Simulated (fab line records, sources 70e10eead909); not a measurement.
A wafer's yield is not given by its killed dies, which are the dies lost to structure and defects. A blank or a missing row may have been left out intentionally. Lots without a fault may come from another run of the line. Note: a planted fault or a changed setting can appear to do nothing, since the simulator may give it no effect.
The tool behind it: which one? || flow nand-harc || 36 wafers from 12 lots sampled at 2 of the route's 1159 steps

## WHAT THE GAUGES READ, wafer by wafer
NHARC_P_M0_INSPECT_11.
{"lot": "L075", "measured": "day 6 06:51", "on": "defect-inspect-02", "raw-defect-count": "5 2 3"}
{"lot": "L076", "measured": "day 6 10:45", "on": "defect-inspect-01", "raw-defect-count": "1 2 0"}
{"lot": "L078", "measured": "day 6 21:02", "on": "defect-inspect-01", "raw-defect-count": "5 2 1"}
{"lot": "L081", "measured": "day 7 12:02", "on": "defect-inspect-01", "raw-defect-count": "4 4 3"}
{"lot": "L084", "measured": "day 8 13:11", "on": "defect-inspect-01", "raw-defect-count": "3 5 4"}
{"lot": "L085", "measured": "day 9 04:49", "on": "defect-inspect-01", "raw-defect-count": "2 1 5"}
{"lot": "L086", "measured": "day 9 10:56", "on": "defect-inspect-01", "raw-defect-count": "2 4 5"}
{"lot": "L089", "measured": "day 10 02:02", "on": "defect-inspect-02", "raw-defect-count": "6 8 2"}
{"lot": "L091", "measured": "day 10 05:48", "on": "defect-inspect-02", "raw-defect-count": "4 3 1"}
{"lot": "L093", "measured": "day 10 17:13", "on": "defect-inspect-02", "raw-defect-count": "0 4 3"}
{"lot": "L094", "measured": "day 10 18:23", "on": "defect-inspect-02", "raw-defect-count": "1 6 5"}
{"lot": "L097", "measured": "day 11 08:53", "on": "defect-inspect-01", "raw-defect-count": "1 4 3"}

## WHAT TOOL EACH LOT RAN ON (gives the tool, then ch and the chambers of the sampled wafers, and finally the start)
{"lot": "L075", "NHARC_P_CONTACT_PVD_32": "pvd-sputter-03, day 6 06:51 or earlier"}
{"lot": "L076", "NHARC_P_CONTACT_PVD_32": "pvd-sputter-03, day 6 10:45 or earlier"}
{"lot": "L078", "NHARC_P_CONTACT_PVD_32": "pvd-sputter-03, day 6 21:02 or earlier"}
{"lot": "L081", "NHARC_P_CONTACT_PVD_32": "pvd-sputter-02, day 7 12:02 or earlier"}
{"lot": "L084", "NHARC_P_CONTACT_PVD_32": "pvd-sputter-02, day 8 13:11 or earlier"}
{"lot": "L085", "NHARC_P_CONTACT_PVD_32": "pvd-sputter-03, day 9 04:49 or earlier"}
{"lot": "L086", "NHARC_P_CONTACT_PVD_32": "pvd-sputter-03, day 9 10:56 or earlier"}
{"lot": "L089", "NHARC_P_CONTACT_PVD_32": "pvd-sputter-02, day 10 02:02 or earlier"}
{"lot": "L091", "NHARC_P_CONTACT_PVD_32": "pvd-sputter-01, day 10 05:48 or earlier"}
{"lot": "L093", "NHARC_P_CONTACT_PVD_32": "pvd-sputter-02, day 10 17:13 or earlier"}
{"lot": "L094", "NHARC_P_CONTACT_PVD_32": "pvd-sputter-01, day 10 18:23 or earlier"}
{"lot": "L097", "NHARC_P_CONTACT_PVD_32": "pvd-sputter-01, day 11 08:53 or earlier"}
- NHARC_P_CONTACT_PVD_32: deposits Ti, target thk 5 nm, time 17.7 s.

## THE ANSWER, worked out from the rows above alone
Rule: usual is defined by the lots themselves. Put in order of their means at a reading, lots are off if they are a third of the lots or fewer, leave a main group of 4 or more, and stand apart from it by a gap of 3 or more times the standard deviation of the main group's means; of several such gaps the widest counts. A main group is skipped when, at the precision printed for the reading in the tables above, its means are all equal. Also off: a lot with no number at a reading for which 4 or more lots have one. Any other lot the step has rows for is counted as sound.
None of the lots is off at any reading shown; this tells nothing.

## WHAT WAS PUT IN BY THE SIMULATOR
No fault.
